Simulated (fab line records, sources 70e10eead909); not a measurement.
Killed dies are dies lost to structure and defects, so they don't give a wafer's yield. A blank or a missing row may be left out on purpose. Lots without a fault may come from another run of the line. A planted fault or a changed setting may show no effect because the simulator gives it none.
Which tool did it? | flow nand_harc | 14 lots, 42 wafers sampled, at 4 steps of a route of 1159

WHAT THE GAUGES READ, wafer by wafer
NHARC_P_GATE_CD_MEAS_26: target cd 120 nm. Usual: cd_nm 120.1 nm, standard deviation 0.54.
lot  | measured     | on        | cd_nm (nm)        | flag
L691 | day 4 21:16  | cd_sem-02 | 120.8 121.3 121.0 |
L692 | day 5 05:25  | cd_sem-02 | 119.0 119.9 119.7 |
L693 | day 5 12:02  | cd_sem-03 | 119.7 119.9 119.3 |
L694 | day 5 19:01  | cd_sem-03 | 119.7 120.4 120.4 |
L695 | day 5 19:16  | cd_sem-01 | 119.4 119.4 119.5 |
L696 | day 6 05:43  | cd_sem-02 | 119.7 120.0 120.7 |
L697 | day 6 04:55  | cd_sem-02 | 119.5 120.3 120.4 |
L698 | day 6 19:01  | cd_sem-03 | 119.8 120.2 120.1 |
L699 | day 6 18:51  | cd_sem-02 | 119.7 121.1 120.4 |
L702 | day 7 22:35  | cd_sem-01 | 120.7 119.7 120.6 |
L712 | day 9 23:47  | cd_sem-01 | 119.3 119.5 119.5 |
L713 | day 10 10:55 | cd_sem-01 | 120.6 120.4 120.3 |

NHARC_P_GATE_OVL_MEAS_27. Usual: overlay_x_nm 0.0 nm, standard deviation 0.91; overlay_y_nm -0.1 nm, standard deviation 0.68.
lot  | measured     | on         | overlay_x_nm (nm) | overlay_y_nm (nm) | flag
L691 | day 4 21:22  | overlay-01 | 0.2 0.6 0.4       | -0.5 -0.2 -0.5    |
L692 | day 5 05:30  | overlay-01 | 0.8 0.7 0.5       | -0.5 -0.1 -0.2    |
L693 | day 5 12:07  | overlay-01 | 1.2 1.6 1.8       | -0.7 -0.6 -0.9    |
L694 | day 5 19:06  | overlay-02 | 0.7 0.6 -0.3      | 0.6 1.3 1.1       |
L695 | day 5 19:22  | overlay-02 | 0.4 0.6 1.0       | 0.7 1.0 0.5       |
L696 | day 6 05:47  | overlay-01 | -0.2 -0.2 0.4     | -1.5 -1.2 -0.9    |
L697 | day 6 05:01  | overlay-01 | 0.0 -0.3 -0.8     | 0.8 0.0 0.2       |
L698 | day 6 19:06  | overlay-02 | -1.4 -2.1 -1.2    | -0.3 0.0 -0.7     |
L699 | day 6 18:56  | overlay-02 | 0.6 0.1 0.4       | -0.2 -0.2 -0.8    |
L702 | day 7 22:40  | overlay-01 | -2.0 -0.6 -1.6    | 1.2 1.1 1.5       |
L712 | day 9 23:52  | overlay-01 | 1.4 1.1 0.7       | 0.8 -0.1 0.1      |
L713 | day 10 10:59 | overlay-02 | 0.1 0.0 -0.1      | -0.4 -0.5 -0.6    |

WHICH TOOL RAN EACH LOT (tool, then ch and the chambers of the sampled wafers, then the start)
lot  | NHARC_P_STI_ETCH_42               | NHARC_P_STI_CMP_21
L691 | rie_diel-08 ch 0,1,2, day 2 17:11 | cmp-01 ch 1,2,3, day 3 14:49
L692 | rie_diel-13 ch 1,2,3, day 2 23:32 | cmp-02 ch 2,3, day 3 20:44
L693 | rie_diel-13 ch 0,2,3, day 3 06:31 | cmp-02 ch 0,1,2, day 4 04:08
L694 | rie_diel-08 ch 0,1,2, day 3 15:09 | cmp-04 ch 0,1, day 4 12:12
L695 | rie_diel-13 ch 1,2,3, day 3 18:28 | cmp-02 ch 0,1,3, day 4 12:14
L696 | rie_diel-01 ch 1,2,3, day 4 01:56 | cmp-01 ch 0,1, day 4 20:31
L697 | rie_diel-08 ch 1,2,3, day 4 02:05 | cmp-02 ch 1,2,3, day 4 20:30
L698 | rie_diel-08 ch 0,1,3, day 4 14:28 | cmp-02 ch 2,3, day 5 10:11
L699 | rie_diel-13 ch 0,1,2, day 4 14:37 | cmp-02 ch 0,2, day 5 10:02
L702 | rie_diel-08 ch 0,1,2, day 5 11:11 | cmp-02 ch 0,1,2, day 6 15:58
L709 | rie_diel-13 ch 1,3, day 7 05:22   | cmp-01 ch 0,1,2, day 8 01:55
L710 | rie_diel-13 ch 0,1,2, day 7 12:02 | cmp-01 ch 1,2,3, day 8 09:28
L712 | rie_diel-13 ch 0,2, day 7 23:50   | cmp-04 ch 0,1,3, day 8 15:20
L713 | rie_diel-01 ch 0,3, day 8 07:59   | cmp-04 ch 0,2,3, day 9 04:09
- NHARC_P_STI_ETCH_42: etches the open film in N2/H2, target depth 80 nm, overetch 24 nm, time 61 s.
- NHARC_P_STI_CMP_21: polishes, t overpolish 20 s, target thk 380.67 nm.

WHAT THE TOOLS THEMSELVES READ (means of the sampled wafers that have a number; where no wafer has one, the mark that the record gives instead)
NHARC_P_STI_ETCH_42. Usual: bias_w 150.0 W, standard deviation 0.42; chamber_pressure_mTorr 30.000 mTorr, standard deviation 0.027; drypump_motor_current_A 5.75 A, standard deviation 0.29; oes_product_au 1.005 a.u., standard deviation 0.0098; rf_vpp_V 431.5 V, standard deviation 2.4; showerhead_plenum_p_Torr 2.08 Torr, standard deviation 0.08; throttle_valve_pct 14.170 %, standard deviation 0.011.
lot  | tool        | bias_w (W) | chamber_pressure_mTorr (mTorr) | drypump_motor_current_A (A) | oes_product_au (a.u.) | rf_vpp_V (V) | showerhead_plenum_p_Torr (Torr) | throttle_valve_pct (%) | flag
L691 | rie_diel-08 | 150.1      | 29.991                         | 5.79                        | 1.001                 | 431.6        | 2.06                            | 14.172                 |
L692 | rie_diel-13 | 150.2      | 29.994                         | 5.80                        | 1.014                 | 433.3        | 2.13                            | 14.162                 |
L693 | rie_diel-13 | 150.0      | 30.007                         | 5.61                        | 1.017                 | 432.1        | 2.11                            | 14.173                 |
L694 | rie_diel-08 | 150.2      | 30.019                         | 5.81                        | 0.997                 | 431.2        | 2.06                            | 14.185                 |
L695 | rie_diel-13 | 150.1      | 30.011                         | 5.78                        | 1.007                 | 432.7        | 2.13                            | 14.168                 |
L696 | rie_diel-01 | 150.2      | 30.001                         | 5.86                        | 0.999                 | 432.4        | 2.09                            | 14.176                 |
L697 | rie_diel-08 | 149.9      | 29.980                         | 5.59                        | 0.997                 | 431.0        | 2.04                            | 14.173                 |
L698 | rie_diel-08 | 150.4      | 29.984                         | 5.69                        | 0.995                 | 428.2        | 1.98                            | 14.175                 |
L699 | rie_diel-13 | 150.2      | 30.012                         | 5.82                        | 1.004                 | 432.5        | 2.09                            | 14.167                 |
L702 | rie_diel-08 | 149.7      | 30.006                         | 5.81                        | 1.003                 | 430.9        | 2.06                            | 14.166                 |
L709 | rie_diel-13 | -          | -                              | -                           | -                     | -            | -                               | -                      | OFF
L710 | rie_diel-13 | -          | -                              | -                           | -                     | -            | -                               | -                      | OFF
L712 | rie_diel-13 | 150.3      | 29.993                         | 5.64                        | 1.012                 | 431.3        | 2.07                            | 14.171                 |
L713 | rie_diel-01 | 149.9      | 30.005                         | 5.92                        | 0.995                 | 429.7        | 2.01                            | 14.177                 |

NHARC_P_STI_CMP_21. Usual: motor_current_A 11.4 A, standard deviation 1.3; overpolish_run_s 20.000 s, standard deviation 0.0084; retaining_ring_pressure_frac 1.000, standard deviation 0.0049.
lot  | tool   | motor_current_A (A) | overpolish_run_s (s) | retaining_ring_pressure_frac | flag
L691 | cmp-01 | 12.6                | 19.993               | 1.001                        |
L692 | cmp-02 | 10.7                | 20.002               | 1.006                        |
L693 | cmp-02 | 10.0                | 20.001               | 0.998                        |
L694 | cmp-04 | 12.6                | 20.001               | 0.998                        |
L695 | cmp-02 | 10.7                | 20.002               | 0.999                        |
L696 | cmp-01 | 11.9                | 20.007               | 0.999                        |
L697 | cmp-02 | 10.9                | 19.996               | 0.996                        |
L698 | cmp-02 | 11.1                | 20.001               | 0.999                        |
L699 | cmp-02 | 10.4                | 20.005               | 0.999                        |
L702 | cmp-02 | 10.3                | 20.001               | 0.996                        |
L709 | cmp-01 | 12.3                | 20.009               | 1.002                        |
L710 | cmp-01 | 12.2                | 20.001               | 1.009                        |
L712 | cmp-04 | 11.9                | 19.997               | 0.995                        |
L713 | cmp-04 | 11.2                | 20.007               | 0.999                        |

THE ANSWER, worked out from the rows above alone
Rule: a lot is off if the mean of its wafers that have a number lies more than 3 standard deviations from the usual mean. A lot without any number at a reading at which 4 lots or more have one is off too. The other lots that the step has rows for count as sound. The gauges are gone through in route order, then the tools' own readings, and for those a lot's mean is taken as printed above. The first step at which some lot is off is used, and at that step the reading that is off furthest; a lot without a number counts as furthest.
Off: L709, L710, at NHARC_P_STI_ETCH_42 (bias_w). Without a number there: L709, L710.
A tool fits if, at that step or a process step before it, it ran every lot that is off, and no sound lot after the first of them. None of those tried fits.

WHAT THE SIMULATOR HAD PUT IN
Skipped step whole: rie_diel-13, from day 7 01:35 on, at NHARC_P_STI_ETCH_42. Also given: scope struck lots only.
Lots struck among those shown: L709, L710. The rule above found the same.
